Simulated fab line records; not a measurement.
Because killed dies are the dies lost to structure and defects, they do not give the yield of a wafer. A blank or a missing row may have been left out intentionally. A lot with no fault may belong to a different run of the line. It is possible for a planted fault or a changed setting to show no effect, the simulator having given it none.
fab line records	flow n5Finfet
record: lots: 24	wafers: 72	lastDay: 18
route steps=1938 shown BEOL_M14@1726 BEOL_M15@1787
lots with no fault: from the same line, run without faults
startH: the number of hours between the record's first day and the start of the first shown wafer of the lot	waitH: hours from the lot's prior step to this one	" repeats the value in the row above	L1.1+2: a single row standing in for several wafers	- either no value or no given start	* or withheld: withheld	< > ~ a bound
route shown NAME@n: names a module that has steps shown in the file, with the first one's number in the route	usual: mean and standard deviation over wafers with no fault	same: alike in all rows	chamber/n: place in a boat	sites: each site's reading	_std_site: standard deviation of those values	_edge_site: outer sites' mean less inner sites'	radiusMm: for every site, how far away it sits from the centre of the wafer	mask NAME#n: copy n	behind: the most recent tool/chamber to have shaped the wafer	hold: reason for holding the lot/hours on hold/outcome of the hold	device: the n, p or np transistor that did not switch	end of line: the route-end tests of the same wafers	a step with no rows: only its recipe	killed: dies that structure and defects cost at the first sort, which is not the same as the wafer's yield	map: dies across one wafer; x = killed, . = not, _ = none there
set.NAME: setting as actually run; set.NAME@STEP: the setting as run at that earlier step	model.NAME: the simulator's own value behind a step, which no gauge read
steps of the route over a sample of lots; a table a step, a row a wafer
services: from which hour (startH, from the record's first day; less than 0 if before it) a tool's chamber was out of use, for how many hours, and why
== steps ==
step: N5_BEOL_M14_CD_MEAS_10
recipe: targetCdNm: 250	landingEnergyEv: 500	detector: seInlens	polarity: opening
usual: cdNm: 248.7/2.1
same: landingEnergyEv: 500
lot.wafer	tool	chamber	startH	waitH	cdNm
L075.1	cdSem-01	0	255.64	-	247.1
L075.3	"	0	"	"	249.3
L075.5	"	0	"	"	247.0
L074.2	cdSem-03	0	255.99	-	247.5
L074.3	"	0	"	"	248.9
L074.6	"	0	"	"	249.5
L076.2	cdSem-03	0	268.80	-	251.1
L076.3	"	0	"	"	250.9
L076.5	"	0	"	"	250.9
L077.3	cdSem-02	0	277.53	-	247.4
L077.5	"	0	"	"	247.5
L077.6	"	0	"	"	247.9
L078.2	cdSem-03	0	281.91	-	248.7
L078.4	"	0	"	"	247.1
L078.6	"	0	"	"	246.2
L080.1	cdSem-01	0	286.51	-	245.9
L080.3	"	0	"	"	248.5
L080.5	"	0	"	"	246.6
L079.2	cdSem-02	0	299.21	-	249.8
L079.3	"	0	"	"	250.3
L079.6	"	0	"	"	249.1
L081.1	cdSem-02	0	299.99	-	248.2
L081.3	"	0	"	"	245.8
L081.6	"	0	"	"	249.2
L083.3	cdSem-02	0	306.41	-	249.8
L083.4	"	0	"	"	246.8
L083.5	"	0	"	"	250.4
L082.2	cdSem-03	0	310.03	-	250.9
L082.3	"	0	"	"	249.5
L082.5	"	0	"	"	251.6
L084.1	cdSem-02	0	321.63	-	246.3
L084.2	"	0	"	"	245.3
L084.4	"	0	"	"	247.8
L085.2	cdSem-03	0	324.56	-	251.4
L085.3	"	0	"	"	251.1
L085.5	"	0	"	"	250.2
L086.1	cdSem-03	0	328.24	-	250.3
L086.4	"	0	"	"	249.3
L086.6	"	0	"	"	250.0
L089.4	cdSem-01	0	342.22	-	249.6
L089.5	"	0	"	"	248.6
L089.6	"	0	"	"	248.6
L088.2	cdSem-01	0	342.65	-	249.3
L088.5	"	0	"	"	248.8
L088.6	"	0	"	"	248.4
L087.1	cdSem-01	0	342.92	-	249.8
L087.4	"	0	"	"	248.9
L087.5	"	0	"	"	246.7
L091.1	cdSem-01	0	343.87	-	247.8
L091.3	"	0	"	"	247.6
L091.5	"	0	"	"	246.8
L090.1	cdSem-03	0	344.42	-	251.7
L090.2	"	0	"	"	248.6
L090.6	"	0	"	"	250.6
L092.1	cdSem-03	0	365.26	-	246.3
L092.2	"	0	"	"	246.7
L092.6	"	0	"	"	245.2
L094.1	cdSem-03	0	369.54	-	248.2
L094.5	"	0	"	"	250.7
L094.6	"	0	"	"	252.1
L093.1	cdSem-02	0	370.78	-	249.8
L093.4	"	0	"	"	250.6
L093.5	"	0	"	"	250.7
L096.2	cdSem-03	0	385.29	-	251.5
L096.3	"	0	"	"	249.5
L096.5	"	0	"	"	251.3
L095.1	cdSem-03	0	385.98	-	249.1
L095.2	"	0	"	"	247.4
L095.4	"	0	"	"	245.5
L097.1	cdSem-03	0	399.94	-	247.2
L097.3	"	0	"	"	245.9
L097.5	"	0	"	"	243.4
step: N5_BEOL_M14_STRIP_64
recipe: chemistry: O2	powerW: 600	tempC: 60	pressureMtorr: 30	rfFrequencyHz: 6e+07	biasPowerW: 0	overashFraction: 0.3	o2FlowSccm: 225
usual: drypumpMotorCurrentA: 5.9/0.4	oesProductAu: 0.83/0.096	rfVppV: 3.7/0.49	showerheadPlenumPTorr: 2.07/0.074	throttleValvePct: 16.56/0.19
lot.wafer	tool	chamber	startH	waitH	drypumpMotorCurrentA	oesProductAu	rfHoursCounterH	rfVppV	showerheadPlenumPTorr	throttleValvePct
L075.1	rieDiel-02	3	-	-	5.9	0.81	75	4.6	2.02	16.69
L075.3	"	0	"	"	6.3	0.73	175	3.2	1.90	16.76
L075.5	"	0	"	"	6.3	0.73	-	3.5	1.90	16.77
L074.2	rieDiel-02	1	-	-	5.4	0.71	213	3.7	2.16	16.57
L074.3	"	3	"	"	6.0	0.82	76	3.7	2.02	16.68
L074.6	"	1	"	"	5.4	0.72	-	4.5	2.16	16.57
L076.2	rieDiel-03	2	-	-	5.5	0.95	17	3.7	2.04	16.24
L076.3	"	1	"	"	6.3	0.74	152	4.2	2.09	16.73
L076.5	"	2	"	"	5.4	0.94	-	2.9	2.04	16.20
L077.3	rieDiel-02	1	-	-	5.4	0.70	219	3.5	2.16	16.59
L077.5	"	1	"	"	5.4	0.71	-	3.6	2.16	16.59
L077.6	"	3	"	"	6.0	0.81	-	4.0	2.02	16.70
L078.2	rieDiel-03	1	-	-	6.4	0.74	157	3.1	2.09	16.75
L078.4	"	2	"	"	5.5	0.93	22	2.9	2.04	16.24
L078.6	"	2	"	"	5.5	0.93	-	3.7	2.04	16.24
L080.1	rieDiel-05	0	-	-	5.8	0.99	3	4.3	2.17	16.28
L080.3	"	3	"	"	6.5	0.67	243	3.1	2.15	17.02
L080.5	"	0	"	"	5.8	1.00	-	3.7	2.17	16.28
L079.2	rieDiel-03	2	-	-	5.5	0.92	28	3.8	2.03	16.24
L079.3	"	3	"	"	5.9	0.69	237	4.1	2.05	16.45
L079.6	"	2	"	"	5.5	0.92	-	3.3	2.03	16.25
L081.1	rieDiel-03	2	-	-	5.5	0.92	28	5.0	2.03	16.24
L081.3	"	3	"	"	5.9	0.69	237	3.8	2.05	16.45
L081.6	"	2	"	"	5.4	0.92	-	3.0	2.03	16.26
L083.3	rieDiel-02	3	-	-	6.0	0.78	95	4.2	2.01	16.73
L083.4	"	2	"	"	5.8	0.87	38	3.5	2.06	16.61
L083.5	"	0	"	"	6.4	0.71	-	4.0	1.90	16.80
L082.2	rieDiel-03	1	-	-	6.3	0.73	168	3.7	2.09	16.76
L082.3	"	0	"	"	6.3	0.93	-	4.3	2.06	16.51
L082.5	"	1	"	"	6.3	0.74	-	4.1	2.09	16.75
L084.1	rieDiel-03	3	-	-	5.9	0.69	244	3.2	2.04	16.48
L084.2	"	0	"	"	6.3	0.93	30	4.0	2.06	16.53
L084.4	"	2	"	"	5.5	0.92	-	4.5	2.03	16.28
L085.2	rieDiel-02	1	-	-	5.4	0.68	238	3.6	2.15	16.62
L085.3	"	3	"	"	5.9	0.77	102	3.3	2.01	16.73
L085.5	"	3	"	"	5.9	0.78	-	3.8	2.01	16.73
L086.1	rieDiel-02	3	-	-	6.0	0.78	104	3.4	2.01	16.75
L086.4	"	2	"	"	5.8	0.85	48	4.4	2.05	16.59
L086.6	"	1	"	"	5.4	0.68	-	3.5	2.15	16.65
L089.4	rieDiel-05	3	-	-	6.5	0.97	6	3.7	2.14	16.57
L089.5	"	1	"	"	5.1	0.93	-	3.1	2.16	16.74
L089.6	"	0	"	"	5.8	0.92	-	3.6	2.16	16.31
L088.2	rieDiel-02	1	-	-	5.4	0.68	245	3.7	2.15	16.64
L088.5	"	1	"	"	5.4	0.68	-	4.1	2.15	16.64
L088.6	"	2	"	"	5.8	0.84	-	4.2	2.05	16.62
L087.1	rieDiel-05	0	-	-	5.8	0.92	28	3.7	2.16	16.31
L087.4	"	1	"	"	5.1	0.93	22	3.3	2.16	16.71
L087.5	"	0	"	"	5.8	0.93	-	3.2	2.16	16.31
L091.1	rieDiel-05	3	-	-	6.5	0.95	6	3.5	2.14	16.58
L091.3	"	2	"	"	5.5	0.83	80	4.3	2.02	16.36
L091.5	"	2	"	"	5.5	0.83	-	4.0	2.02	16.37
L090.1	rieDiel-02	2	-	-	5.8	0.85	54	3.0	2.05	16.65
L090.2	"	1	"	"	5.4	0.69	246	3.1	2.15	16.65
L090.6	"	3	"	"	6.0	0.78	-	3.8	2.01	16.76
L092.1	rieDiel-02	3	-	-	6.0	0.76	119	3.2	2.00	16.77
L092.2	"	0	"	"	6.3	0.70	214	3.9	1.89	16.82
L092.6	"	2	"	"	5.8	0.83	-	3.5	2.05	16.64
L094.1	rieDiel-05	3	-	-	6.5	0.93	15	3.2	2.14	16.61
L094.5	"	3	"	"	6.5	0.92	-	3.6	2.14	16.61
L094.6	"	2	"	"	5.5	0.81	-	4.4	2.02	16.38
L093.1	rieDiel-05	0	-	-	5.7	0.90	37	3.9	2.16	16.35
L093.4	"	3	"	"	6.5	0.93	16	3.8	2.14	16.61
L093.5	"	2	"	"	5.5	0.82	-	3.0	2.02	16.37
L096.2	rieDiel-05	2	-	-	5.5	0.81	95	3.8	2.02	16.40
L096.3	"	1	"	"	5.2	0.90	37	2.9	2.15	16.77
L096.5	"	2	"	"	5.5	0.82	-	4.9	2.02	16.39
L095.1	rieDiel-05	2	-	-	5.5	0.81	95	3.3	2.02	16.38
L095.2	"	0	"	"	5.8	0.90	42	3.4	2.15	16.36
L095.4	"	2	"	"	5.5	0.81	-	3.6	2.02	16.41
L097.1	rieDiel-03	3	-	-	5.9	0.95	19	3.4	2.04	16.07
L097.3	"	2	"	"	5.5	0.85	71	4.3	2.02	16.32
L097.5	"	0	"	"	6.3	0.86	-	3.5	2.05	16.59
step: N5_BEOL_M14_OCD_MEAS_35
usual: trenchDepthNm: 562/13
lot.wafer	tool	chamber	startH	waitH	trenchDepthNm
L075.1	ocd-02	-	257.19	0.0	557
L075.3	"	-	"	"	563
L075.5	"	-	"	"	563
L074.2	ocd-02	-	257.69	0.0	557
L074.3	"	-	"	"	568
L074.6	"	-	"	"	560
L076.2	ocd-02	-	270.36	0.0	557
L076.3	"	-	"	"	570
L076.5	"	-	"	"	549
L077.3	ocd-01	-	279.23	0.0	563
L077.5	"	-	"	"	563
L077.6	"	-	"	"	553
L078.2	ocd-02	-	283.47	0.0	552
L078.4	"	-	"	"	569
L078.6	"	-	"	"	586
L080.1	ocd-02	-	288.16	0.0	565
L080.3	"	-	"	"	553
L080.5	"	-	"	"	561
L079.2	ocd-02	-	300.97	0.0	550
L079.3	"	-	"	"	565
L079.6	"	-	"	"	562
L081.1	ocd-01	-	301.54	0.0	581
L081.3	"	-	"	"	553
L081.6	"	-	"	"	572
L083.3	ocd-01	-	308.08	0.0	583
L083.4	"	-	"	"	573
L083.5	"	-	"	"	585
L082.2	ocd-01	-	311.94	0.0	568
L082.3	"	-	"	"	585
L082.5	"	-	"	"	582
L084.1	ocd-02	-	323.47	0.0	573
L084.2	"	-	"	"	582
L084.4	"	-	"	"	583
L085.2	ocd-01	-	326.39	0.0	554
L085.3	"	-	"	"	557
L085.5	"	-	"	"	526
L086.1	ocd-01	-	330.01	0.0	560
L086.4	"	-	"	"	565
L086.6	"	-	"	"	564
L089.4	ocd-02	-	344.54	0.0	569
L089.5	"	-	"	"	559
L089.6	"	-	"	"	587
L088.2	ocd-01	-	344.56	0.0	552
L088.5	"	-	"	"	557
L088.6	"	-	"	"	537
L087.1	ocd-02	-	344.92	0.0	547
L087.4	"	-	"	"	572
L087.5	"	-	"	"	584
L091.1	ocd-01	-	345.73	0.0	558
L091.3	"	-	"	"	559
L091.5	"	-	"	"	556
L090.1	ocd-01	-	346.31	0.0	555
L090.2	"	-	"	"	560
L090.6	"	-	"	"	559
L092.1	ocd-01	-	366.92	0.0	541
L092.2	"	-	"	"	565
L092.6	"	-	"	"	540
L094.1	ocd-01	-	371.35	0.0	555
L094.5	"	-	"	"	554
L094.6	"	-	"	"	559
L093.1	ocd-01	-	372.48	0.0	584
L093.4	"	-	"	"	578
L093.5	"	-	"	"	584
L096.2	ocd-01	-	387.03	0.0	546
L096.3	"	-	"	"	574
L096.5	"	-	"	"	573
L095.1	ocd-02	-	387.53	0.0	576
L095.2	"	-	"	"	564
L095.4	"	-	"	"	575
L097.1	ocd-02	-	402.07	0.0	557
L097.3	"	-	"	"	554
L097.5	"	-	"	"	556
step: N5_BEOL_M14_SPUTTER_44
recipe: material: Ta	targetThkA: 150	tempC: 50	biasV: 80	powerW: 15000	chamberPressurePa: 0.07	timeS: 24.19
usual: throttleValvePct: 29.9/1.2
lot.wafer	tool	chamber	startH	waitH	throttleValvePct
L075.1	pvdSputter-01	-	260.81	0.0	31.5
L075.3	"	-	"	"	30.4
L075.5	"	-	"	"	28.1
L074.2	pvdSputter-02	-	262.34	0.0	29.6
L074.3	"	-	"	"	30.9
L074.6	"	-	"	"	28.3
L076.2	pvdSputter-03	-	274.91	0.0	27.9
L076.3	"	-	"	"	30.4
L076.5	"	-	"	"	28.0
L077.3	pvdSputter-01	-	280.41	0.0	31.3
L077.5	"	-	"	"	27.9
L077.6	"	-	"	"	30.2
L078.2	pvdSputter-01	-	284.03	0.0	31.4
L078.4	"	-	"	"	29.9
L078.6	"	-	"	"	27.9
L080.1	pvdSputter-02	-	290.89	0.0	29.7
L080.3	"	-	"	"	30.9
L080.5	"	-	"	"	28.3
L079.2	pvdSputter-01	-	304.04	0.0	30.4
L079.3	"	-	"	"	31.4
L079.6	"	-	"	"	30.3
L081.1	pvdSputter-01	-	306.58	0.0	29.9
L081.3	"	-	"	"	30.6
L081.6	"	-	"	"	30.4
L083.3	pvdSputter-01	-	310.26	0.0	29.9
L083.4	"	-	"	"	30.7
L083.5	"	-	"	"	31.1
L082.2	pvdSputter-03	-	313.59	0.0	30.9
L082.3	"	-	"	"	29.4
L082.5	"	-	"	"	27.8
L084.1	pvdSputter-02	-	326.94	0.0	29.8
L084.2	"	-	"	"	30.9
L084.4	"	-	"	"	31.2
L085.2	pvdSputter-03	-	327.26	0.0	30.9
L085.3	"	-	"	"	28.1
L085.5	"	-	"	"	30.9
L086.1	pvdSputter-01	-	330.78	0.0	30.7
L086.4	"	-	"	"	30.2
L086.6	"	-	"	"	27.9
L089.4	pvdSputter-02	-	347.41	0.0	28.2
L089.5	"	-	"	"	31.2
L089.6	"	-	"	"	31.1
L088.2	pvdSputter-01	-	347.44	0.0	31.5
L088.5	"	-	"	"	31.6
L088.6	"	-	"	"	27.5
L087.1	pvdSputter-03	-	347.77	0.0	30.8
L087.4	"	-	"	"	29.0
L087.5	"	-	"	"	29.1
L091.1	pvdSputter-02	-	347.81	0.0	29.7
L091.3	"	-	"	"	30.9
L091.5	"	-	"	"	31.3
L090.1	pvdSputter-02	-	348.57	0.0	28.4
L090.2	"	-	"	"	30.9
L090.6	"	-	"	"	29.4
L092.1	pvdSputter-01	-	368.15	0.0	31.3
L092.2	"	-	"	"	30.2
L092.6	"	-	"	"	29.8
L094.1	pvdSputter-02	-	372.55	0.0	28.5
L094.5	"	-	"	"	28.5
L094.6	"	-	"	"	31.0
L093.1	pvdSputter-02	-	373.79	0.0	29.3
L093.4	"	-	"	"	28.3
L093.5	"	-	"	"	31.0
L096.2	pvdSputter-02	-	388.72	0.0	31.0
L096.3	"	-	"	"	28.3
L096.5	"	-	"	"	29.5
L095.1	pvdSputter-01	-	388.75	0.0	30.4
L095.2	"	-	"	"	29.7
L095.4	"	-	"	"	28.0
L097.1	pvdSputter-03	-	407.08	0.0	30.9
L097.3	"	-	"	"	29.1
L097.5	"	-	"	"	28.1
step: N5_BEOL_M14_THK_MEAS_50
recipe: thkMeasGauge: xrf	reads: Cu_of_BEOL_M14_ECD_47
usual: M14_THK: 557/14
lot.wafer	tool	chamber	startH	waitH	M14_THK[nm]
L075.1	filmMetro-02	-	262.84	-	550
L075.3	"	-	"	"	559
L075.5	"	-	"	"	556
L074.2	filmMetro-02	-	264.46	-	551
L074.3	"	-	"	"	564
L074.6	"	-	"	"	557
L076.2	filmMetro-01	-	275.89	-	553
L076.3	"	-	"	"	563
L076.5	"	-	"	"	542
L077.3	filmMetro-02	-	281.39	-	555
L077.5	"	-	"	"	556
L077.6	"	-	"	"	544
L078.2	filmMetro-01	-	285.59	-	546
L078.4	"	-	"	"	561
L078.6	"	-	"	"	579
L080.1	filmMetro-01	-	291.87	-	548
L080.3	"	-	"	"	540
L080.5	"	-	"	"	544
L079.2	filmMetro-02	-	305.02	-	542
L079.3	"	-	"	"	554
L079.6	"	-	"	"	552
L081.1	filmMetro-01	-	307.56	-	571
L081.3	"	-	"	"	542
L081.6	"	-	"	"	563
L083.3	filmMetro-02	-	311.26	-	572
L083.4	"	-	"	"	563
L083.5	"	-	"	"	574
L082.2	filmMetro-02	-	315.25	-	561
L082.3	"	-	"	"	572
L082.5	"	-	"	"	572
L084.1	filmMetro-01	-	327.93	-	566
L084.2	"	-	"	"	580
L084.4	"	-	"	"	582
L085.2	filmMetro-01	-	328.24	-	550
L085.3	"	-	"	"	553
L085.5	"	-	"	"	521
L086.1	filmMetro-01	-	331.76	-	568
L086.4	"	-	"	"	571
L086.6	"	-	"	"	570
L089.4	filmMetro-02	-	348.45	-	569
L089.5	"	-	"	"	555
L089.6	"	-	"	"	587
L088.2	filmMetro-02	-	348.62	-	547
L088.5	"	-	"	"	549
L088.6	"	-	"	"	532
L087.1	filmMetro-01	-	348.75	-	542
L087.4	"	-	"	"	566
L087.5	"	-	"	"	573
L091.1	filmMetro-02	-	348.89	-	553
L091.3	"	-	"	"	551
L091.5	"	-	"	"	548
L090.1	filmMetro-02	-	349.81	-	546
L090.2	"	-	"	"	554
L090.6	"	-	"	"	547
L092.1	filmMetro-01	-	369.81	-	542
L092.2	"	-	"	"	566
L092.6	"	-	"	"	540
L094.1	filmMetro-02	-	373.63	-	553
L094.5	"	-	"	"	559
L094.6	"	-	"	"	557
L093.1	filmMetro-01	-	374.77	-	584
L093.4	"	-	"	"	575
L093.5	"	-	"	"	584
L096.2	filmMetro-02	-	390.02	-	538
L096.3	"	-	"	"	569
L096.5	"	-	"	"	567
L095.1	filmMetro-01	-	390.18	-	568
L095.2	"	-	"	"	557
L095.4	"	-	"	"	569
L097.1	filmMetro-01	-	408.41	-	557
L097.3	"	-	"	"	553
L097.5	"	-	"	"	559
step: N5_BEOL_M15_ETCH_59
recipe: chemistry: N2/H2	target: BARC	targetDepthA: 890	overetchA: 267	timeS: 67.9	ionEnergyEv: 200	pressureMtorr: 30	sourceW: 840	biasW: 150	n2FlowSccm: 200	h2FlowSccm: 200
usual: drypumpMotorCurrentA: 5.6/0.46	oesProductAu: 0.69/0.077	rfVppV: 524.2/3	showerheadPlenumPTorr: 2.55/0.1	throttleValvePct: 17.86/0.24
lot.wafer	tool	chamber	startH	waitH	drypumpMotorCurrentA	oesProductAu	rfHoursCounterH	rfVppV	showerheadPlenumPTorr	throttleValvePct
L075.1	rieDiel-04	0	263.85	0.0	5.3	0.64	198	525.6	2.61	17.90
L075.3	"	0	"	"	5.3	0.63	-	526.6	2.61	17.91
L075.5	"	0	"	"	5.3	0.63	-	527.0	2.61	17.90
L074.2	rieDiel-06	3	265.36	0.0	6.2	0.82	2	522.8	2.49	17.58
L074.3	"	0	"	"	5.6	0.62	218	527.3	2.61	18.11
L074.6	"	0	"	"	5.6	0.61	-	525.4	2.61	18.13
L076.2	rieDiel-06	0	276.88	0.0	5.6	0.61	221	525.3	2.61	18.12
L076.3	"	2	"	"	4.8	0.73	41	528.4	2.70	17.70
L076.5	"	3	"	"	6.2	0.79	-	522.3	2.49	17.58
L077.3	rieDiel-01	0	282.26	0.0	6.2	0.59	226	520.8	2.39	18.21
L077.5	"	0	"	"	6.2	0.59	-	519.9	2.39	18.19
L077.6	"	1	"	"	6.4	0.63	-	524.8	2.53	18.15
L078.2	rieDiel-06	1	286.65	0.0	5.5	0.64	159	518.2	2.36	17.96
L078.4	"	2	"	"	4.8	0.73	45	528.3	2.70	17.72
L078.6	"	2	"	"	4.8	0.73	-	528.4	2.70	17.72
L080.1	rieDiel-01	0	292.74	0.0	6.2	0.59	230	520.2	2.39	18.22
L080.3	"	3	"	"	5.9	0.84	2	523.3	2.51	17.49
L080.5	"	0	"	"	6.2	0.59	-	520.0	2.39	18.21
L079.2	rieDiel-04	1	306.21	0.0	5.5	0.85	2	524.9	2.61	18.21
L079.3	"	0	"	"	5.3	0.62	216	526.0	2.61	17.95
L079.6	"	2	"	"	5.9	0.68	-	522.9	2.55	17.62
L081.1	rieDiel-04	2	308.43	0.0	5.9	0.69	95	525.6	2.55	17.65
L081.3	"	3	"	"	6.0	0.78	14	525.5	2.60	17.44
L081.6	"	2	"	"	5.9	0.68	-	524.9	2.55	17.63
L083.3	rieDiel-06	0	312.25	0.0	5.6	0.60	232	525.0	2.60	18.14
L083.4	"	2	"	"	4.8	0.72	54	526.2	2.69	17.77
L083.5	"	3	"	"	6.2	0.77	-	523.3	2.48	17.61
L082.2	rieDiel-06	1	316.24	0.0	5.6	0.63	168	517.5	2.35	17.95
L082.3	"	0	"	"	5.6	0.60	233	524.5	2.60	18.13
L082.5	"	2	"	"	4.8	0.72	-	527.3	2.69	17.74
L084.1	rieDiel-04	3	328.94	0.0	6.0	0.77	20	524.9	2.59	17.46
L084.2	"	0	"	"	5.3	0.62	224	525.5	2.60	17.94
L084.4	"	2	"	"	5.9	0.69	101	525.3	2.55	17.64
L085.2	rieDiel-04	3	329.95	0.0	6.0	0.76	20	525.9	2.59	17.47
L085.3	"	2	"	"	5.9	0.68	101	524.7	2.55	17.64
L085.5	"	2	"	"	5.9	0.68	-	524.5	2.55	17.65
L086.1	rieDiel-04	0	332.76	0.0	5.4	0.61	226	525.0	2.60	17.95
L086.4	"	1	"	"	5.4	0.82	10	525.3	2.61	18.23
L086.6	"	0	"	"	5.4	0.62	-	526.7	2.60	17.96
L089.4	rieDiel-06	2	349.32	0.0	4.8	0.71	65	527.2	2.69	17.75
L089.5	"	3	"	"	6.2	0.74	-	522.9	2.48	17.62
L089.6	"	2	"	"	4.8	0.72	-	526.6	2.69	17.76
L088.2	rieDiel-06	0	349.73	0.0	5.6	0.60	244	525.7	2.60	18.15
L088.5	"	1	"	"	5.5	0.62	-	517.2	2.35	17.99
L088.6	"	2	"	"	4.8	0.71	-	527.1	2.69	17.75
L087.1	rieDiel-01	1	349.82	0.0	6.4	0.61	217	523.7	2.52	18.18
L087.4	"	2	"	"	5.1	0.63	-	526.5	2.62	17.94
L087.5	"	1	"	"	6.4	0.62	-	524.3	2.52	18.17
L091.1	rieDiel-06	3	350.23	0.0	6.1	0.75	31	522.0	2.48	17.63
L091.3	"	0	"	"	5.6	0.59	244	526.4	2.60	18.16
L091.5	"	0	"	"	5.6	0.59	-	525.4	2.60	18.18
L090.1	rieDiel-06	1	351.44	0.0	5.6	0.63	181	518.9	2.35	17.99
L090.2	"	3	"	"	6.2	0.75	32	522.7	2.48	17.61
L090.6	"	0	"	"	5.6	0.60	-	525.8	2.60	18.15
L092.1	rieDiel-06	3	371.53	0.0	6.2	0.74	37	521.7	2.47	17.64
L092.2	"	1	"	"	5.5	0.62	186	517.4	2.35	17.99
L092.6	"	1	"	"	5.5	0.62	-	518.1	2.35	18.00
L094.1	rieDiel-04	1	374.50	0.0	5.4	0.79	21	525.6	2.60	18.24
L094.5	"	1	"	"	5.4	0.80	-	525.8	2.60	18.25
L094.6	"	0	"	"	5.3	0.60	-	526.0	2.60	17.95
L093.1	rieDiel-06	2	376.01	0.0	4.8	0.70	73	528.3	2.69	17.74
L093.4	"	2	"	"	4.8	0.71	-	527.3	2.69	17.76
L093.5	"	3	"	"	6.2	0.73	-	521.9	2.47	17.64
L096.2	rieDiel-04	1	391.08	0.0	5.4	0.79	26	525.1	2.60	18.26
L096.3	"	3	"	"	6.0	0.73	40	525.7	2.58	17.48
L096.5	"	1	"	"	5.4	0.79	-	524.3	2.60	18.27
L095.1	rieDiel-06	0	391.22	0.0	5.6	0.83	3	526.9	2.60	17.78
L095.2	"	3	"	"	6.1	0.73	44	523.5	2.47	17.66
L095.4	"	0	"	"	5.6	0.82	-	525.1	2.60	17.78
L097.1	rieDiel-01	3	409.31	0.0	5.9	0.75	41	522.3	2.49	17.56
L097.3	"	0	"	"	6.2	0.79	11	528.0	2.69	17.78
L097.5	"	3	"	"	6.0	0.75	-	521.7	2.49	17.58
== services ==
tool	chamber	startH	hours	kind
rieDiel-01	2	244.51	16.5	repair
rieDiel-05	3	253.97	1.8	repair
pvdSputter-03	-	254.06	7.5	repair
rieDiel-02	1	259.41	3.0	repair
rieDiel-02	0	272.35	6.4	repair
rieDiel-03	3	272.91	8.3	repair
rieDiel-06	0	287.07	4.0	repair
rieDiel-01	1	288.75	1.8	repair
rieDiel-03	2	308.08	2.5	repair
rieDiel-03	3	308.34	5.9	repair
rieDiel-03	1	314.59	8.3	repair
rieDiel-05	2	335.38	4.5	repair
rieDiel-02	1	349.06	28.8	repair
pvdSputter-01	-	351.60	5.5	repair
rieDiel-04	1	357.76	5.1	repair
rieDiel-03	1	370.41	3.2	repair
rieDiel-03	3	376.39	2.1	repair
rieDiel-03	0	382.97	3.4	repair
rieDiel-03	1	385.29	21.7	repair
rieDiel-05	1	385.92	10.7	repair
rieDiel-06	2	387.16	5.1	repair
rieDiel-06	1	390.05	9.0	repair
rieDiel-05	-	394.14	14.6	pm
rieDiel-02	3	406.52	6.0	repair
== key ==
fault none
